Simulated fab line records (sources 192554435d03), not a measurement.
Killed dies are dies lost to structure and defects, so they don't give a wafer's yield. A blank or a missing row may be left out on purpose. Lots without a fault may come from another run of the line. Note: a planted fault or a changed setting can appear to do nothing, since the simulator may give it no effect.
Chamber matching	flow n5-finfet	3 sister chambers for N5_BEOL_M6_ILD_DEP_00 on pecvd-01
The step deposits SiCOH lowk from DEMS/porogen, target thk 179.75 nm, time 33.4 s. 6 wafers are shown with their chamber, then 8 later ones without.

EACH WAFER AND ITS CHAMBER
wafer	chamber	showerhead-vpp-V (V)	throttle-valve-pct (%)
L078.5	2	1420	14.2
L081.5	2	1409	14.2
L089.2	1	1381	13.8
L089.5	0	1307	13.6
L089.6	1	1362	13.9
L091.1	0	1331	13.4

WAFERS WITHOUT THEIR CHAMBER
wafer	showerhead-vpp-V (V)	throttle-valve-pct (%)
L091.2	1424	12.3
L091.6	1358	13.8
L092.1	1416	12.6
L092.2	1339	13.4
L092.4	1323	13.8
L095.1	1420	12.6
L095.2	1368	13.6
L095.6	1354	14.3

THE CHAMBER EACH PASSED THROUGH
wafer	from the rows above	in truth
L091.2	0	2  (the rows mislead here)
L091.6	1	1
L092.1	can't be placed: 0 or 1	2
L092.2	0	0
L092.4	can't be placed: 0 or 1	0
L095.1	can't be placed: 0 or 1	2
L095.2	can't be placed: 1 or 0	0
L095.6	can't be placed: 2 or 1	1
2 of 8 placed correctly. Can't be placed from these rows: 5 (the true chamber is among the candidates in 3). Wrongly placed: 1.
How it was worked out, from the rows above alone: a wafer's distance from a chamber is the root of the sum, over the readings, of the square of ((its reading less the chamber's mean) divided by the reading's scatter). If the next closest chamber is less than 2 further off than the closest, the wafer can't be placed; otherwise it belongs to the closest. Each chamber's mean is taken over the wafers shown for it. The scatter: take each reading less its chamber's mean, square it, sum over the shown wafers, divide by the number of wafers less the number of chambers, and take the root.
